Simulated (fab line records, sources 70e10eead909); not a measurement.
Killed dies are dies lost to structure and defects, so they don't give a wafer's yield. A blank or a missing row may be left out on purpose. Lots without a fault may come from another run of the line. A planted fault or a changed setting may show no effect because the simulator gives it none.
A struck lot beside a sound one | flow nand_harc | 15 steps out of a route of 1302
Sound: wafers L940.3, L940.4, L940.6. Struck: wafers L947.2, L947.4, L947.6. The cause comes at the end.
At each step with rows: each side's tool, then ch and its chambers, then its first start. Under that, the readings that differ: sound wafers | struck wafers | difference of the means | sigmas: that difference in standard deviations of wafers without a fault.
alike: readings whose means differ by less than 2 such deviations, and words and numbers that are the same on both sides. not compared: withheld readings, readings that some wafer has no value for, bounds like >300 that may hide the same value, and numbers for which the record gives no deviation and whose values overlap.
The two part at a step that has a row with sigmas, a row that says differs or no value, or rows on one side only. Numbers that don't overlap but have no deviation are shown without sigmas and don't part them. A reading that every wafer of one side lacks parts them only if that side has two wafers or more.

first, 7 steps without rows for these wafers: NHARC_A_BONDPAD_COAT_33 (time 65 s); NHARC_A_BONDPAD_COAT_03 (resist thk 600 nm); NHARC_A_BONDPAD_SOFTBAKE_04 (time 70 s); NHARC_A_BONDPAD_EBR_05; NHARC_A_BONDPAD_EXPOSE_06 (exposes mask A BPAD); NHARC_A_BONDPAD_PEB_07 (peb time 80 s); NHARC_A_BONDPAD_DEVELOP_08 (time 50 s).
NHARC_A_BONDPAD_CD_MEAS_09: target cd 500 nm.
  sound on cd_sem-02 ch 0, day 27 19:31; struck on cd_sem-03 ch 0, day 31 12:43
  alike: cd_nm
NHARC_A_BONDPAD_OVL_MEAS_35:
  sound on overlay-01, day 27 19:35; struck on overlay-02, day 31 12:48
  reading           | sound | struck      | difference | sigmas
  overlay_x_nm (nm) | 1 1 1 | -15 -14 -14 | -15        | -3
  alike: overlay_y_nm
then, 1 step without rows for these wafers: NHARC_A_BONDPAD_HARDBAKE_10 (time 65 s).
NHARC_A_BONDPAD_DESCUM_11: chemistry O2, time 3 s.
  sound on rie_diel-13 ch 0,3, day 27 19:43; struck on rie_diel-13 ch 1,2, day 31 12:55
  reading                        | sound             | struck            | difference | sigmas
  chamber_pressure_mTorr (mTorr) | 59.97 60.12 60.07 | 59.88 60.01 59.89 | -0.13      | -2
  alike: drypump_motor_current_A, oes_product_au, rf_vpp_V, showerhead_plenum_p_Torr, throttle_valve_pct
  not compared: rf_hours_counter_h
NHARC_A_BONDPAD_ETCH_34: etches the open film in N2/H2, target depth 60 nm, overetch 18 nm, time 65.91 s.
  sound on rie_diel-13 ch 2,3, day 27 19:48; struck on rie_diel-13 ch 1,3, day 31 13:01
  alike: chamber_pressure_mTorr, drypump_motor_current_A, oes_product_au, rf_fwd_power_W, rf_vpp_V, showerhead_plenum_p_Torr, throttle_valve_pct
  not compared: rf_hours_counter_h
NHARC_A_BONDPAD_ETCH_12: etches the open film in CHF3/O2, target depth 220 nm, time 110 s.
  sound on rie_diel-13 ch 1,3, day 27 19:54; struck on rie_diel-13 ch 0,2, day 31 13:06
  reading               | sound             | struck            | difference | sigmas
  oes_product_au (a.u.) | 0.929 0.914 0.924 | 1.197 1.151 1.176 | +0.252     | +11
  rf_fwd_power_W (W)    | 497.3 498.3 495.8 | 696.3 696.5 694.6 | +198.7     | +99 or more
  alike: chamber_pressure_mTorr, drypump_motor_current_A, rf_vpp_V, showerhead_plenum_p_Torr, throttle_valve_pct
  not compared: rf_hours_counter_h
NHARC_A_BONDPAD_CD_MEAS_13:
  sound on cd_sem-02, day 27 20:02; struck on cd_sem-02, day 31 13:14
  alike: cd_nm
NHARC_END_SORT_01:
  sound on prober-02 ch 0, day 29 03:02; struck on prober-02 ch 0, day 32 21:46
  alike: defect_limited_yield, killed_at_array, killed_at_other, killed_at_periphery, killed_dies, killed_open, killed_short

WHERE THEY PART
First at NHARC_A_BONDPAD_OVL_MEAS_35; last, within this record, at NHARC_A_BONDPAD_ETCH_12. Later steps at which nothing parts them and some readings are alike: NHARC_A_BONDPAD_CD_MEAS_13, NHARC_END_SORT_01.

WHY: what the simulator had put in
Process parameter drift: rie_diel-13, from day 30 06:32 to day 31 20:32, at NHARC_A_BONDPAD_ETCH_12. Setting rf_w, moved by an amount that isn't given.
